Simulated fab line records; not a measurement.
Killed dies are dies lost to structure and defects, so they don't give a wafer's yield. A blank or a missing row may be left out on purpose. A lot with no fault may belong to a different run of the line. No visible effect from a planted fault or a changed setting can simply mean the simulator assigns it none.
Chamber matching + flow nand_harc + rie_diel-12 running NHARC_P_BONDPAD_ETCH_37: 4 sister chambers
The step etches the open film in N2/H2, target depth 60 nm, overetch 18 nm, time 65.91 s. 4 wafers are shown with their chamber, then 7 later ones without.

== EACH WAFER AND ITS CHAMBER ==
| wafer  | chamber | showerhead_plenum_p_Torr (Torr) |
|--------|---------|---------------------------------|
| L846.2 | 3       | 1.93                            |
| L849.1 | 1       | 2.14                            |
| L853.1 | 2       | 2.13                            |
| L853.3 | 0       | 2.02                            |

== WAFERS WHOSE CHAMBER IS MISSING ==
| wafer  | showerhead_plenum_p_Torr (Torr) |
|--------|---------------------------------|
| L853.6 | 2.13                            |
| L855.1 | 2.02                            |
| L855.2 | 2.13                            |
| L855.3 | 2.14                            |
| L857.1 | 2.13                            |
| L857.5 | 2.02                            |
| L857.6 | 1.92                            |

== EACH ONE'S CHAMBER ==
| wafer  | from the rows above | in truth |
|--------|---------------------|----------|
| L853.6 | 2                   | 2        |
| L855.1 | 0                   | 0        |
| L855.2 | 2                   | 2        |
| L855.3 | 1                   | 1        |
| L857.1 | 2                   | 2        |
| L857.5 | 0                   | 0        |
| L857.6 | 3                   | 3        |
Placed correctly: 7 of 7. Can't be placed from these rows: 0. 0 placed wrongly.
How it was worked out, from the rows above alone: a wafer's distance from a chamber is the root of the sum, over the readings, of the square of ((its reading less the chamber's mean) divided by the reading's scatter). The wafer belongs to the nearest chamber; if the next one is less than 2 further off, it can't be placed. Each chamber's mean is taken over the wafers shown for it. The scatter (one wafer shown for each chamber): square how far every hidden wafer sits from the nearest shown wafer, average those squares and take the square root.
